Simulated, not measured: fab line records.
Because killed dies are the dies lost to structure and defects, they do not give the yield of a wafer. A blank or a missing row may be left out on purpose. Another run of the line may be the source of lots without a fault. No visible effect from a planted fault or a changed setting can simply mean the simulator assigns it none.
Split-lot trial ; flow n5_finfet ; 21 wafers read across 7 lots, on a route 1938 steps long

ON THE SPLIT
At N5_BEOL_M7_ETCH_41 (etches SiCN in CH3F/O2, target depth 31.9 nm, time 57.8 s), the setting source_w was moved away from the recipe's 395 W on 7 of the 21 wafers read, by -16.4% to +8.2%. This setting was run at the recipe's value on the other wafers.

Reading taken at the split's own step.

THE READING
rf_vpp_V, in V, at N5_BEOL_M7_ETCH_41 (etches SiCN in CH3F/O2, target depth 31.9 nm, time 57.8 s). On this fab line, fault-free wafers typically give 297.5 V with a standard deviation of 1.8 V.

wafer;tool, chamber at the split;source_w as run, W;against the recipe;rf_vpp_V, V;against lot-mates on the recipe
L081.1;rie_diel-04, 2;395;recipe;299.2;-
L081.2;rie_diel-04, 0;395;recipe;298.2;-
L081.3;rie_diel-04, 1;427.2;+8.2%;291.3;-7.4
L083.2;rie_diel-05, 0;417.7;+5.7%;292.0;-3.9
L083.3;rie_diel-05, 1;395;recipe;295.9;-
L083.4;rie_diel-05, 3;417.7;+5.7%;293.1;-2.8
L087.1;rie_diel-01, 0;395;recipe;298.8;-
L087.2;rie_diel-01, 1;395;recipe;296.3;-
L087.4;rie_diel-01, 3;395;recipe;297.1;-
L091.1;rie_diel-05, 0;395;recipe;298.4;-
L091.2;rie_diel-05, 1;395;recipe;296.4;-
L091.5;rie_diel-05, 0;395;recipe;298.9;-
L094.1;rie_diel-01, 3;330.2;-16.4%;316.0;+18.7
L094.2;rie_diel-01, 2;330.2;-16.4%;312.9;+15.6
L094.4;rie_diel-01, 1;395;recipe;297.3;-
L093.2;rie_diel-01, 0;415.9;+5.3%;293.4;-2.8
L093.3;rie_diel-01, 3;395;recipe;297.0;-
L093.4;rie_diel-01, 2;395;recipe;295.3;-
L096.1;rie_diel-05, 1;395;recipe;293.8;-
L096.2;rie_diel-05, 2;395;recipe;297.0;-
L096.3;rie_diel-05, 0;350.8;-11.2%;311.6;+16.2

FIT RESULTS
A straight line over all 21 wafers: rf_vpp_V changes by -1.02 V for each +1% of source_w; r = -0.97; the points scatter about the line by 1.7 V.
The same after taking each lot's own level away (the mean of its wafers on the recipe; 21 wafers): -1.02 V for each +1%; r = -0.97; scatter 1.7 V.
The reading moves by 17 V for the largest change in source_w, on that fit.
The span of the lots' own levels, 295.40 to 298.70 V, comes to 1.8 times the standard deviation stated above.
The two slopes agree, so the slope changes little with the lot-to-lot level.
Check: for one of the wafers moved furthest among these (-16.4%), held out of the fit, the line's prediction against its lot-mates is +16.8 V. Against them it came out at +18.7 V.
Tool readings at the split's step, against how far the setting was moved: rf_vpp_V r = -0.97.

THE OTHER SPLITS THESE WAFERS WENT THROUGH
Note: prior to the reading, these wafers also went through further splits. Each is held against what the fit with the lots' levels taken away leaves over:
other split on the same wafers;wafers away from the commonest value;r with rf_vpp_V (lot level and that fit taken away)
N5_BEOL_M7_TRENCH_ETCH_37 time_s;4;-0.03

THE WHOLE CHAIN: every reading that the file lists as answering this split, in the file's order
step;what it does;reading;change (the file's fit);r (the file's)
N5_BEOL_M7_ETCH_41;etches SiCN in CH3F/O2, target depth 31.9 nm, time 57.8 s;rf_vpp_V;-1.07 V for each +1% of the setting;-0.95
N5_BEOL_M7_ETCH_41;etches SiCN in CH3F/O2, target depth 31.9 nm, time 57.8 s;etch.depth_nm (the simulator's own value, which no gauge read);+0.0958 nm for each +1% of the setting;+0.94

FILE'S OWN FIT
rf_vpp_V changes by -1.07 V for each +1% of source_w, r = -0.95.
